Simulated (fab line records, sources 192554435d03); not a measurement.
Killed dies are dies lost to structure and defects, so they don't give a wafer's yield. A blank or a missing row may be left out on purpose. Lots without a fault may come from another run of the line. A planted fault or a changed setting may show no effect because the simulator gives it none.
One fault seen from 2 desks | flow n5_finfet | each desk has only its own numbers; what lay behind them comes last

THE METROLOGY DESK
What the gauges read, lot by lot, whatever tool the lot ran on: means of the sampled wafers that have a number. A lot is out of limits, marked OUT, if its mean lies more than 4 standard deviations from the usual mean; the brackets give that distance. Of its 11 readings 7 are shown: the one that was out of limits first, and those that lie furthest out on some lot.
Columns: A = trench_depth_nm at N5_BEOL_M3_OCD_MEAS_38, usual 55.3 nm; B = DIBL_P at N5_BEOL_M4_RC_MEAS_101, usual 37.2 mV/V; C = IOFF_P at N5_BEOL_M4_RC_MEAS_101, usual 0.23 nA/um; D = ION_P at N5_BEOL_M4_RC_MEAS_101, usual 468 uA/um; E = SS_N at N5_BEOL_M4_RC_MEAS_101, usual 71.9 mV/dec; F = SS_P at N5_BEOL_M4_RC_MEAS_101, usual 73.5 mV/dec; G = VT_P at N5_BEOL_M4_RC_MEAS_101, usual -248 mV
lot  | first seen here | A              | B    | C    | D   | E    | F    | G
L346 | day 8 01:20     | 56.3           | 35.5 | 0.26 | 475 | 71.5 | 73.7 | -244
L348 | day 8 06:46     | 55.3           | 37.4 | 0.25 | 466 | 71.9 | 73.5 | -247
L350 | day 8 16:04     | 54.4           | 34.7 | 0.17 | 459 | 71.5 | 72.3 | -253
L356 | day 10 12:43    | 65.4 (+12) OUT | 38.0 | 0.28 | 474 | 71.8 | 73.5 | -246
L362 | day 11 21:43    | 54.7           | 35.7 | 0.18 | 448 | 73.1 | 73.3 | -254
L361 | day 11 22:11    | 54.6           | 39.0 | 0.30 | 475 | 72.1 | 74.1 | -244
L363 | day 12 13:11    | 55.7           | 41.1 | 0.31 | 471 | 72.5 | 74.8 | -245
L364 | day 12 17:15    | 55.8           | 37.1 | 0.21 | 466 | 71.7 | 73.6 | -252
L366 | day 12 18:51    | 55.2           | 36.9 | 0.22 | 458 | 71.8 | 73.4 | -251
This desk's finding: out of limits on L356; first on L356, day 10 12:43 (trench_depth_nm at N5_BEOL_M3_OCD_MEAS_38). In limits: L346, L348, L350, L362, L361, L363, L364, L366.

THE TOOL OWNER'S DESK: rie_diel-06
The tool's own readings at N5_BEOL_M3_TRENCH_ETCH_37 (etches SiOC in C4F6/O2, target depth 55.555 nm, time 29.2 s): means of the sampled wafers that have a number, for each lot that ran on this tool. A lot is out of limits, marked OUT, if its mean lies more than 4 standard deviations from the usual mean; the brackets give that distance.
Columns: A = chamber_pressure_mTorr at N5_BEOL_M3_TRENCH_ETCH_37, usual 29.999 mTorr; B = drypump_motor_current_A at N5_BEOL_M3_TRENCH_ETCH_37, usual 5.7 A; C = oes_product_au at N5_BEOL_M3_TRENCH_ETCH_37, usual 0.81 a.u.; D = rf_fwd_power_W at N5_BEOL_M3_TRENCH_ETCH_37, usual 348.8 W; E = rf_vpp_V at N5_BEOL_M3_TRENCH_ETCH_37, usual 662 V; F = showerhead_plenum_p_Torr at N5_BEOL_M3_TRENCH_ETCH_37, usual 2.87 Torr; G = throttle_valve_pct at N5_BEOL_M3_TRENCH_ETCH_37, usual 20.80 %
lot  | first seen here | A      | B   | C    | D     | E   | F    | G
L350 | day 8 15:55     | 30.001 | 5.7 | 0.76 | 348.5 | 671 | 2.87 | 20.72
L356 | day 10 12:34    | 30.030 | 5.8 | 0.88 | 347.4 | 674 | 2.96 | 20.68
This desk's finding: nothing out of limits on any of the 2 lots.

PUT TOGETHER
The metrology desk could have raised an alarm at day 10 12:43, on L356.
The tool owner's desk saw nothing out of limits.
The tool owner's desk has L356 on record, within its limits.
Of the lots named, all ran N5_BEOL_M3_TRENCH_ETCH_37 on rie_diel-06.

WHAT THE SIMULATOR HAD PUT IN
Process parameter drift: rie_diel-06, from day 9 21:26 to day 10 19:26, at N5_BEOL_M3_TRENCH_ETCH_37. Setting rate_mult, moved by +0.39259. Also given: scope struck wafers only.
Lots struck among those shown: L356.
Hours from the fault's start to each desk's first reading out of limits: the metrology desk, 15.
